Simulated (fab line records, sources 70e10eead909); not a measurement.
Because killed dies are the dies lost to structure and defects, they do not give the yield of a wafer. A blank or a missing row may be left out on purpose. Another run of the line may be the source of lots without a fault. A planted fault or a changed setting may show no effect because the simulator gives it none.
Which tool did it? | flow nand harc | Sampling: 24 lots, 72 wafers, 4 of 1302 route steps

== WHAT EACH GAUGE READ, for each wafer ==
NHARC_P_M0_INSPECT_27.
lot  | measured     | on                | raw defect count
L074 | day 6 04:25  | defect inspect-01 | 314 473 270
L075 | day 6 11:36  | defect inspect-02 | 242 313 422
L076 | day 7 04:05  | defect inspect-02 | 344 235 191
L077 | day 7 08:46  | defect inspect-01 | 281 408 507
L078 | day 8 01:34  | defect inspect-01 | 285 296 307
L079 | day 8 01:55  | defect inspect-02 | 230 204 217
L080 | day 8 11:37  | defect inspect-02 | 657 647 465
L081 | day 8 22:20  | defect inspect-02 | 419 348 334
L082 | day 9 12:54  | defect inspect-02 | 213 425 181
L083 | day 10 02:28 | defect inspect-02 | 542 225 420
L084 | day 10 07:16 | defect inspect-01 | 223 254 363
L085 | day 10 14:20 | defect inspect-02 | 357 330 237
L086 | day 11 01:47 | defect inspect-02 | 431 197 297
L087 | day 11 12:07 | defect inspect-02 | 189 248 258
L088 | day 12 08:14 | defect inspect-02 | 260 188 226
L089 | day 12 11:22 | defect inspect-01 | 310 437 193
L090 | day 12 17:58 | defect inspect-01 | 138 178 239
L091 | day 13 02:56 | defect inspect-01 | 305 360 212
L092 | day 13 12:37 | defect inspect-02 | 172 188 315
L093 | day 14 07:33 | defect inspect-02 | 321 334 531
L094 | day 14 12:21 | defect inspect-01 | 290 253 233
L095 | day 15 02:07 | defect inspect-01 | 462 365 385
L096 | day 15 10:41 | defect inspect-02 | 1021 498 819
L097 | day 15 14:44 | defect inspect-01 | 285 522 346

NHARC_P_M2_THK_MEAS_24: measures by xrf.
lot  | measured     | on            | thk nm (nm)
L074 | day 6 12:19  | film metro-01 | 145.0 144.1 144.7
L075 | day 6 19:37  | film metro-02 | 144.1 144.2 145.8
L076 | day 7 12:39  | film metro-01 | 145.1 146.1 143.6
L077 | day 7 17:03  | film metro-01 | 144.1 146.5 143.5
L078 | day 8 09:41  | film metro-02 | 145.2 142.8 144.6
L079 | day 8 10:14  | film metro-01 | 143.6 145.5 141.6
L080 | day 8 19:41  | film metro-01 | 144.9 144.6 143.5
L081 | day 9 06:34  | film metro-02 | 145.9 147.1 144.0
L082 | day 9 20:54  | film metro-01 | 142.7 147.0 144.8
L083 | day 10 11:29 | film metro-01 | 145.3 142.8 142.7
L084 | day 10 15:29 | film metro-02 | 141.2 141.3 142.6
L085 | day 10 22:29 | film metro-01 | 144.1 143.6 143.7
L086 | day 11 09:59 | film metro-01 | 144.4 142.1 143.1
L087 | day 11 20:20 | film metro-01 | 145.6 146.9 146.6
L088 | day 12 16:14 | film metro-01 | 143.1 145.2 142.9
L089 | day 12 19:32 | film metro-02 | 144.2 142.2 143.6
L090 | day 13 02:26 | film metro-01 | 146.2 144.6 146.5
L091 | day 13 11:37 | film metro-02 | 143.7 143.3 145.8
L092 | day 13 20:32 | film metro-01 | 145.3 141.8 143.9
L093 | day 14 15:52 | film metro-01 | 142.3 142.7 144.5
L094 | day 14 20:41 | film metro-01 | 144.7 144.9 143.0
L095 | day 15 10:17 | film metro-01 | 141.3 145.6 144.1
L096 | day 15 18:52 | film metro-02 | 145.6 144.3 142.7
L097 | day 15 22:50 | film metro-01 | 143.3 145.2 143.9

== TOOL THAT RAN EACH LOT (tool first, then ch and the chambers of the sampled wafers, then the start) ==
lot  | NHARC_P_M1_ETCH_35                 | NHARC_P_M2_ETCH_28
L074 | rie diel-06 ch 0,2,3, day 6 05:58  | rie diel-08 ch 0,1,2, day 6 12:19 or earlier
L075 | rie diel-03 ch 0,3, day 6 13:16    | rie diel-02 ch 0,1, day 6 19:37 or earlier
L076 | rie diel-06 ch 0,1,2, day 7 05:56  | rie diel-02 ch 0,1, day 7 12:39 or earlier
L077 | rie diel-13 ch 0,3, day 7 10:28    | rie diel-08 ch 1,2,3, day 7 17:03 or earlier
L078 | rie diel-06 ch 0,3, day 8 03:06    | rie diel-09 ch 0,1,3, day 8 09:41 or earlier
L079 | rie diel-03 ch 0,1,3, day 8 03:34  | rie diel-08 ch 0,1,3, day 8 10:14 or earlier
L080 | rie diel-13 ch 1,2,3, day 8 13:10  | rie diel-09 ch 0,2,3, day 8 19:41 or earlier
L081 | rie diel-06 ch 0,1,2, day 9 00:02  | rie diel-09 ch 0,2,3, day 9 06:34 or earlier
L082 | rie diel-06 ch 0,1, day 9 14:35    | rie diel-02 ch 0,3, day 9 20:54 or earlier
L083 | rie diel-06 ch 2,3, day 10 04:08   | rie diel-08 ch 0,3, day 10 11:29 or earlier
L084 | rie diel-06 ch 0,1,3, day 10 08:56 | rie diel-09 ch 1,2,3, day 10 15:29 or earlier
L085 | rie diel-06 ch 0,1, day 10 15:59   | rie diel-08 ch 0,3, day 10 22:29 or earlier
L086 | rie diel-13 ch 0,1, day 11 03:28   | rie diel-02 ch 1,2,3, day 11 09:59 or earlier
L087 | rie diel-13 ch 0,1, day 11 13:47   | rie diel-08 ch 0,2, day 11 20:20 or earlier
L088 | rie diel-06 ch 1,2,3, day 12 09:54 | rie diel-02 ch 0,1,3, day 12 16:14 or earlier
L089 | rie diel-13 ch 1,3, day 12 13:02   | rie diel-02 ch 0,1, day 12 19:32 or earlier
L090 | rie diel-06 ch 0,3, day 12 19:38   | rie diel-02 ch 0,1,3, day 13 02:26 or earlier
L091 | rie diel-13 ch 0,2,3, day 13 04:37 | rie diel-08 ch 0,1,2, day 13 11:37 or earlier
L092 | rie diel-13 ch 1,2,3, day 13 14:10 | rie diel-09 ch 2,3, day 13 20:32 or earlier
L093 | rie diel-13 ch 0,3, day 14 09:13   | rie diel-02 ch 0,3, day 14 15:52 or earlier
L094 | rie diel-13 ch 0,2,3, day 14 14:01 | rie diel-08 ch 1,2,3, day 14 20:41 or earlier
L095 | rie diel-06 ch 0,2, day 15 03:47   | rie diel-08 ch 1,2,3, day 15 10:17 or earlier
L096 | rie diel-06 ch 1,2, day 15 12:13   | rie diel-08 ch 0,2,3, day 15 18:52 or earlier
L097 | rie diel-06 ch 0,3, day 15 16:24   | rie diel-09 ch 0,2, day 15 22:50 or earlier
- NHARC_P_M1_ETCH_35: etches the open film in N2/H2, target depth 40 nm, overetch 12 nm, time 43.94 s.
- NHARC_P_M2_ETCH_28: etches the open film in CF4/N2, target depth 30 nm, time 72.99 s.

== WHAT THE TOOLS THEMSELVES READ (means of the sampled wafers that have a number; where no wafer has one, the mark that the record gives instead) ==
NHARC_P_M1_ETCH_35.
lot  | tool        | drypump motor current A (A) | oes product au (a.u.) | rf vpp V (V) | showerhead plenum p Torr (Torr) | throttle valve pct (%)
L074 | rie diel-06 | 5.9                         | 0.998                 | 429.5        | 2.03                            | 14.178
L075 | rie diel-03 | 6.1                         | 1.006                 | 430.8        | 2.08                            | 14.173
L076 | rie diel-06 | 6.0                         | 1.000                 | 427.6        | 1.97                            | 14.177
L077 | rie diel-13 | 5.5                         | 0.994                 | 429.6        | 1.97                            | 14.168
L078 | rie diel-06 | 5.6                         | 0.991                 | 429.7        | 2.02                            | 14.169
L079 | rie diel-03 | 6.2                         | 0.986                 | 432.2        | 2.07                            | 14.179
L080 | rie diel-13 | 5.4                         | 0.997                 | 428.9        | 1.99                            | 14.178
L081 | rie diel-06 | 6.1                         | 0.993                 | 428.9        | 1.97                            | 14.169
L082 | rie diel-06 | 6.2                         | 0.991                 | 428.4        | 1.94                            | 14.177
L083 | rie diel-06 | 5.5                         | 0.986                 | 429.9        | 2.05                            | 14.167
L084 | rie diel-06 | 5.8                         | 0.988                 | 428.8        | 1.97                            | 14.181
L085 | rie diel-06 | 6.2                         | 0.999                 | 427.9        | 1.94                            | 14.181
L086 | rie diel-13 | 5.5                         | 0.982                 | 428.9        | 1.97                            | 14.167
L087 | rie diel-13 | 5.5                         | 0.993                 | 429.0        | 1.97                            | 14.177
L088 | rie diel-06 | 5.8                         | 0.986                 | 429.3        | 2.00                            | 14.177
L089 | rie diel-13 | 5.1                         | 0.999                 | 429.9        | 2.01                            | 14.176
L090 | rie diel-06 | 5.6                         | 0.984                 | 429.9        | 2.02                            | 14.170
L091 | rie diel-13 | 5.7                         | 0.986                 | 428.4        | 1.96                            | 14.168
L092 | rie diel-13 | 5.4                         | 0.996                 | 429.5        | 1.98                            | 14.165
L093 | rie diel-13 | 5.3                         | 0.986                 | 430.1        | 2.00                            | 14.168
L094 | rie diel-13 | 5.7                         | 0.994                 | 428.3        | 1.96                            | 14.180
L095 | rie diel-06 | 6.1                         | 1.000                 | 429.5        | 2.03                            | 14.168
L096 | rie diel-06 | 6.0                         | 1.002                 | 427.3        | 1.94                            | 14.172
L097 | rie diel-06 | 5.6                         | 0.988                 | 430.4        | 2.02                            | 14.165

NHARC_P_M2_ETCH_28.
lot  | tool        | drypump motor current A (A) | oes product au (a.u.) | rf vpp V (V) | showerhead plenum p Torr (Torr) | throttle valve pct (%)
L074 | rie diel-08 | 4.9                         | 0.984                 | 315.6        | 2.67                            | 19.795
L075 | rie diel-02 | 6.0                         | 0.998                 | 314.1        | 2.66                            | 19.793
L076 | rie diel-02 | 5.8                         | 0.992                 | 315.7        | 2.71                            | 19.797
L077 | rie diel-08 | 5.0                         | 0.989                 | 315.2        | 2.66                            | 19.800
L078 | rie diel-09 | 5.5                         | 0.978                 | 313.6        | 2.61                            | 19.801
L079 | rie diel-08 | 5.1                         | 1.002                 | 314.0        | 2.61                            | 19.798
L080 | rie diel-09 | 5.2                         | 0.988                 | 313.5        | 2.56                            | 19.794
L081 | rie diel-09 | 5.2                         | 0.999                 | 312.5        | 2.56                            | 19.799
L082 | rie diel-02 | 5.3                         | 0.988                 | 316.6        | 2.75                            | 19.788
L083 | rie diel-08 | 5.1                         | 1.000                 | 311.6        | 2.49                            | 19.791
L084 | rie diel-09 | 5.2                         | 0.986                 | 314.3        | 2.63                            | 19.798
L085 | rie diel-08 | 5.0                         | 1.000                 | 311.6        | 2.50                            | 19.797
L086 | rie diel-02 | 5.7                         | 0.990                 | 314.7        | 2.68                            | 19.791
L087 | rie diel-08 | 4.9                         | 1.006                 | 312.5        | 2.56                            | 19.791
L088 | rie diel-02 | 5.7                         | 0.998                 | 315.6        | 2.70                            | 19.796
L089 | rie diel-02 | 5.8                         | 0.992                 | 316.7        | 2.71                            | 19.793
L090 | rie diel-02 | 5.7                         | 0.998                 | 314.8        | 2.70                            | 19.793
L091 | rie diel-08 | 4.9                         | 0.996                 | 315.5        | 2.67                            | 19.797
L092 | rie diel-09 | 5.0                         | 0.997                 | 312.8        | 2.54                            | 19.790
L093 | rie diel-02 | 5.4                         | 1.007                 | 316.9        | 2.76                            | 19.792
L094 | rie diel-08 | 5.0                         | 0.989                 | 314.6        | 2.65                            | 19.794
L095 | rie diel-08 | 5.0                         | 0.991                 | 314.4        | 2.65                            | 19.786
L096 | rie diel-08 | 5.0                         | 1.000                 | 313.4        | 2.55                            | 19.787
L097 | rie diel-09 | 5.1                         | 0.992                 | 313.8        | 2.58                            | 19.785

== THE ANSWER, worked out from the rows above alone ==
Rule: usual is defined by the lots themselves. Put in order of their means at a reading, lots are off if they are a third of the lots or fewer, leave a main group of 4 or more, and stand apart from it by a gap of 3 or more times the standard deviation of the main group's means; of several such gaps the widest counts. If all means in a main group match to the digits the tables above print for the reading, that group is not used. Also off: a lot with no number at a reading for which 4 or more lots have one. Any other lot the step has rows for is counted as sound. Order of review: gauges by route order, followed by the tools' own readings, for which a lot's mean as printed above is used. At the first step where some lot is off, the reading lying furthest off is the one used; lots without a number count as furthest.
No lot is off on any of the readings shown, so nothing can be concluded from this.

== WHAT THE SIMULATOR HAD PUT IN ==
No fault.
